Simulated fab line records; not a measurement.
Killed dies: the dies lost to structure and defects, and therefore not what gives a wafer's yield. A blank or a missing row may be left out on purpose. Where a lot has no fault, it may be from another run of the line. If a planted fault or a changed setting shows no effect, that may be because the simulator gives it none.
Comparing a struck lot with a sound one + flow n5 finfet + 15 steps out of a route of 1938
Sound: wafers L148.2, L148.3, L148.6. The struck wafers were L158.2, L158.4. The cause comes at the end.
Order at every step that has rows: each side's tool, ch and its chambers, its first start. Under that, the readings that differ: sound wafers + struck wafers + difference of the means + sigmas: that difference in standard deviations of wafers without a fault.
alike: same words and numbers on both sides, and readings whose means sit less than 2 such deviations apart. not compared: any withheld reading, any reading some wafer has no value for, any bound like >300 that may hide the same value, and any number with overlapping values for which the record gives no deviation.
A row with sigmas, a row that says differs or no value, or rows on one side alone: a step with any of these is where the two part. Non-overlapping numbers with no deviation appear without sigmas and do not part them. Lack of a reading on every wafer of one side parts them only where that side has two or more wafers.

first, 6 steps without rows for these wafers: N5_BEOL_M2_COAT_22 (resist thk 30 nm); N5_BEOL_M2_EBR_24; N5_BEOL_M2_SOFTBAKE_23 (time 60 s); N5_BEOL_M2_EXPOSE_25 (exposes mask V1, defocus 5 nm); N5_BEOL_M2_PEB_26 (peb time 60 s); N5_BEOL_M2_DEVELOP_27 (develop time 30 s).
N5_BEOL_M2_CD_MEAS_28: target cd 26.2 nm, target cd y 24.1 nm.
  sound on cd sem-01 ch 0, day 7 16:37; struck on cd sem-01 ch 0, day 10 05:56
  alike: cd nm
N5_BEOL_M2_OVL_MEAS_29:
  sound on overlay-02 ch 0, day 7 16:40; struck on overlay-02 ch 0, day 10 05:59
  alike: V1_OVL
N5_BEOL_M2_INSPECT_30: inspects for defects (brightfield).
  sound on defect inspect-02 at day 7 16:43; struck on defect inspect-01 at day 10 06:02
  alike: raw defect count
N5_BEOL_M2_DESCUM_33: chemistry O2, time 7 s.
  sound on rie diel-06 ch 1,3, day 7 16:55; struck on rie diel-02 ch 0,3, day 10 06:04
  alike: drypump motor current A, oes product au, rf vpp V, showerhead plenum p Torr, throttle valve pct
  not compared: rf hours counter h
N5_BEOL_M2_ETCH_77: etches underlayer in N2/H2, target depth 6.5 nm, time 5.2 s.
  sound on rie diel-06 ch 1,3, day 7 16:58; struck on rie diel-02 ch 0,3, day 10 06:06
  alike: drypump motor current A, etch rf on time s, oes product au, rf vpp V, showerhead plenum p Torr, throttle valve pct
  not compared: rf hours counter h
N5_BEOL_M2_ETCH_69: etches SiARC in CF4, target depth 15.6 nm, time 26 s.
  sound on rie diel-06 ch 1,3, day 7 16:58; struck on rie diel-02 ch 0,3, day 10 06:07
  alike: drypump motor current A, etch rf on time s, oes product au, rf vpp V, showerhead plenum p Torr, throttle valve pct
  not compared: rf hours counter h
N5_BEOL_M2_ALD_98: deposits SiO2, target thk 2.5 nm, pulse time 1 s, co reactant pulse time 1 s.
  sound on ald sin-03 ch 1,2,3, day 7 17:03; struck on ald sin-01 ch 0,2, day 10 06:16
| reading                                  | sound       | struck  | difference | sigmas |
|------------------------------------------|-------------|---------|------------|--------|
| ald cycles                               | 17 17 17    | 10 10   | -7         |        |
| model.SiO2_of_BEOL_M2_ALD_98.thk nm (nm) | 2.4 2.6 2.6 | 1.4 1.4 | -1.1       |        |
  alike: heater power w, precursor pulse height rel
  not compared: since wet clean h
N5_BEOL_M2_ETCHBACK_99: etches SiO2 in CHF3, target depth 5 nm, time 10.4 s.
  sound on rie diel-06 ch 0,2, day 8 06:34; struck on rie diel-06 ch 0,2, day 11 07:40
| reading               | sound             | struck      | difference | sigmas |
|-----------------------|-------------------|-------------|------------|--------|
| CHF3_flow_sccm (sccm) | 12.06 12.05 12.01 | 11.97 11.93 | -0.09      | -3     |
  alike: drypump motor current A, oes product au, rf vpp V, showerhead plenum p Torr, throttle valve pct
  not compared: rf hours counter h
N5_BEOL_M4_RC_MEAS_101:
  sound on prober-01 ch 0, day 10 11:33; struck on prober-02 ch 0, day 12 23:09
  alike: DIBL_N, DIBL_P, IOFF_N, IOFF_P, ION_N, ION_P, SS_N, SS_P, VT_N, VT_P

== WHERE THEY PART ==
Only at N5_BEOL_M2_ETCHBACK_99, within this record. Later steps at which nothing parts them and some readings are alike: N5_BEOL_M4_RC_MEAS_101.

WHY: the cause the simulator had injected
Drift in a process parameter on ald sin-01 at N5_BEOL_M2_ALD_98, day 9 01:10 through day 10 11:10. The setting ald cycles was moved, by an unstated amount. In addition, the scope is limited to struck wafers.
